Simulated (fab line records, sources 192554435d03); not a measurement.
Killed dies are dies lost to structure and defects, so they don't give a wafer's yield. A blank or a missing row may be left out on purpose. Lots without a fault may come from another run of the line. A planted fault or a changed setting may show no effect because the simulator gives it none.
Problem report in the 8D (eight disciplines) form, filled by code | flow n5_finfet | the parts of the form that need people (team, actions taken, sign-off) are left out

1. THE PROBLEM
killed_at_front_end at N5_PASSIVATION_PROBE_49 reads a mean of 155 on 6 wafers of 2 lots; wafers without a fault read 41 with a standard deviation of 12. That is +9.5 standard deviations from the usual mean.
First seen on wafer L860.1, day 18 14:47, on prober-01. The record holds 27 wafers of 9 lots with a number at this step. Rule for "out", or "out of limits": more than 4 standard deviations from the usual mean. The other wafers with a number count as sound.

2. WHAT IT IS AND WHAT IT IS NOT
question                    | is                     | is not
which readings at this step | killed_at_front_end    | killed_at_M0_to_M3, killed_at_M4_up, killed_at_contacts, killed_at_other, killed_open, killed_short
which lots                  | L859, L860             | L843, L846, L849, L851, L852, L856, L861
which wafers of those lots  | all that have a number | -
read on which tools         | prober-01, prober-02   | -
when                        | from day 18 14:47      | up to then (21 sound wafers)

3. SUSPECTS, AND WHAT RULES EACH OUT
Counting: a tool at a process step up to the reading stays a suspect if it ran every lot that is out and no sound lot after the first of them.
- rie_metal-03 at N5_GATE_CUT_ETCH_56 (etches TiN in Cl2/Ar, target depth 21.6 nm): kept. It ran every lot that is out, first L860 (day 9 21:02), and no sound lot after that; its last sound lot up to then is L856 (day 8 17:55).
Left after counting: rie_metal-03 at N5_GATE_CUT_ETCH_56.

4. THE CAUSE (what the simulator had put in)
Chamber particle source: rie_metal-03, from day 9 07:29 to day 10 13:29, at N5_GATE_CUT_ETCH_56. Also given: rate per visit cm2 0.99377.
Counting left only this tool.

5. THE CHAIN OF EFFECTS, in route order
Each row: a reading whose mean over the struck wafers that have a number lies more than 3 standard deviations from the usual. Only readings for which the record gives a usual standard deviation are gone through. hours: the time from each lot's start at the first step in this table that gives one to its start at this step, as a median over the lots. sigmas: the change in usual standard deviations.
hours | step                    | reading              | usual  | on struck wafers | change | sigmas
0     | N5_PASSIVATION_PROBE_49 | defect_limited_yield | 91.0 % | 82.0             | -9.0   | -5.6
0     | N5_PASSIVATION_PROBE_49 | killed_at_front_end  | 41     | 155              | +114   | +9.5
0     | N5_PASSIVATION_PROBE_49 | killed_dies          | 106    | 212              | +106   | +5.6
0     | N5_PASSIVATION_PROBE_49 | sort_bin_5_function  | 5.3 %  | 11.1             | +5.8   | +5.8
0     | N5_PASSIVATION_PROBE_49 | sort_n_pass          | 1073   | 968              | -105   | -5.5
0     | N5_PASSIVATION_PROBE_49 | sort_yield_pct       | 91.0 % | 82.0             | -9.0   | -5.6
The process steps in it:
- N5_PASSIVATION_PROBE_49

6. WHAT WOULD HAVE CAUGHT IT SOONER
In this record the first reading out of limits was taken at day 18 14:47, 223 hours after the fault began at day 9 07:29.
Of the tool readings at N5_GATE_CUT_ETCH_56 for which the record gives a usual standard deviation, none was out on any struck wafer, so an alarm limit of 4 standard deviations on them would not have fired.
All the lots that are out (2) had begun N5_GATE_CUT_ETCH_56 on rie_metal-03 by day 18 14:47. A hold on the tool at that time would have spared none of them.
